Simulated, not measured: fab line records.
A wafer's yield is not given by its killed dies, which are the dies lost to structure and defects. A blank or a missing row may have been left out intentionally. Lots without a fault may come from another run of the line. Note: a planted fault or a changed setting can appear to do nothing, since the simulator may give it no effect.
Split-lot trial	flow n5_finfet	route with 1938 steps; 7 lots, 39 wafers read

== THE SPLIT ==
At N5_HKMG_FIN_PWFM_ALD_03 (deposits TiN, target thk 2 nm, pulse time 1 s, purge time 3 s), the setting ald_cycles was moved away from the recipe's 91 on 15 of the 39 wafers read, by -42.9% to +46.2%. For the rest of the wafers, this setting stayed at what the recipe calls for.

The split's own step is where the reading is taken.

== THE READING ==
TiN_of_HKMG_FIN_PWFM_ALD_03.thk_nm (the simulator's own value, which no gauge read), in nm, at N5_HKMG_FIN_PWFM_ALD_03 (deposits TiN, target thk 2 nm, pulse time 1 s, purge time 3 s). The file does not state a usual value for it.

wafer	tool, chamber at the split	ald_cycles as run	against the recipe	TiN_of_HKMG_FIN_PWFM_ALD_03.thk_nm, nm	against lot-mates on the recipe
L082.1	ald_metal-04, 1,3,3	112	+23.1%	2.4	+0.4
L082.2	ald_metal-04, 1,3,3	112	+23.1%	2.4	+0.4
L082.5	ald_metal-04, 1,3,3	112	+23.1%	2.4	+0.4
L082.3	ald_metal-04, 0,2,2	91	recipe	2	-
L082.4	ald_metal-04, 0,2,2	91	recipe	2	-
L082.6	ald_metal-04, 0,2,2	91	recipe	2	-
L085.1	ald_metal-02, 3,0,1	133	+46.2%	3	+1.0
L085.2	ald_metal-02, 3,0,1	133	+46.2%	3	+1.0
L085.3	ald_metal-02, 3,0,1	133	+46.2%	3	+1.0
L085.4	ald_metal-02, 2,0,1	91	recipe	2	-
L085.5	ald_metal-02, 2,0,1	91	recipe	2	-
L085.6	ald_metal-02, 2,0,1	91	recipe	2	-
L089.1	ald_metal-04, 2,2,3	91	recipe	2	-
L089.5	ald_metal-04, 2,2,3	91	recipe	2	-
L089.6	ald_metal-04, 2,2,3	91	recipe	2	-
L089.2	ald_metal-04, 1,3	123	+35.2%	2.6	+0.6
L089.3	ald_metal-04, 1,3	123	+35.2%	2.6	+0.6
L089.4	ald_metal-04, 0	123	+35.2%	2.8	+0.8
L090.1	ald_metal-01, 0,2,3,1,2,1	91	recipe	2	-
L090.2	ald_metal-01, 0,2,3,1,2,1	91	recipe	2	-
L090.3	ald_metal-01, 0,2,3,1,2,1	91	recipe	2	-
L090.4	ald_metal-01, 0,2,3,1,2,1	91	recipe	2	-
L090.5	ald_metal-01, 0,2,3,1,2,1	91	recipe	2	-
L090.6	ald_metal-01, 0,2,3,1,2,1	91	recipe	2	-
L091.1	ald_metal-01, 0,1,2	52	-42.9%	1.2	-0.8
L091.3	ald_metal-01, 0,1,2	52	-42.9%	1.2	-0.8
L091.5	ald_metal-01, 0,1,2	52	-42.9%	1.2	-0.8
L091.2	ald_metal-01, 2,3,3	91	recipe	2	-
L091.4	ald_metal-01, 2,3,3	91	recipe	2	-
L091.6	ald_metal-01, 2,3,3	91	recipe	2	-
L093.2	ald_metal-01, 3,0,2	91	recipe	2	-
L093.3	ald_metal-01, 3,0,2	91	recipe	2	-
L093.6	ald_metal-01, 3,0,2	91	recipe	2	-
L094.1	ald_metal-02, 3,2	105	+15.4%	2.4	+0.4
L094.4	ald_metal-02, 3,2	105	+15.4%	2.4	+0.4
L094.2	ald_metal-02, 0,1,0	91	recipe	2	-
L094.3	ald_metal-02, 0,1,0	91	recipe	2	-
L094.6	ald_metal-02, 0,1,0	91	recipe	2	-
L094.5	ald_metal-02, 3	105	+15.4%	2.2	+0.2
If several chambers appear in one row, that row covers several wafers at once and the file leaves open which wafer was in which chamber.

THE FIT
A straight line over all 39 wafers: TiN_of_HKMG_FIN_PWFM_ALD_03.thk_nm changes by +0.0197 nm for each +1% of ald_cycles; r = +0.99; the points scatter about the line by 0.051 nm.
The same after taking each lot's own level away (the mean of its wafers on the recipe; 39 wafers): +0.0197 nm for each +1%; r = +0.99; scatter 0.051 nm.
The reading moves by 0.91 nm for the largest change in ald_cycles, on that fit.
The lots' own levels span 2.00 to 2.00 nm.
Consequently the slope shifts little with the lot-to-lot level, the two slopes agreeing.
Check: with one of the wafers moved furthest among these (+46.2%) left out of the fit, the line predicts +0.905 nm for it against its lot-mates. It came out at +1 nm against them.

== OTHER SPLITS APPLIED TO THESE WAFERS ==
Before the reading, these wafers also passed through other splits. Each is held against what the fit with the lots' levels taken away leaves over:
other split on the same wafers	wafers away from the commonest value	r with TiN_of_HKMG_FIN_PWFM_ALD_03.thk_nm (lot level and that fit taken away)
N5_FIN_SAQP_HM_DEP_03 target_thk_a	12	+0.38
N5_FIN_SAQP_ETCH_65 time_s	15	+0.28
N5_ILD0_ALD_15 ald_cycles	15	-0.31

== THE FILE'S OWN FIT ==
TiN_of_HKMG_FIN_PWFM_ALD_03.thk_nm changes by +0.0198 nm for each +1% of ald_cycles, r = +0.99.
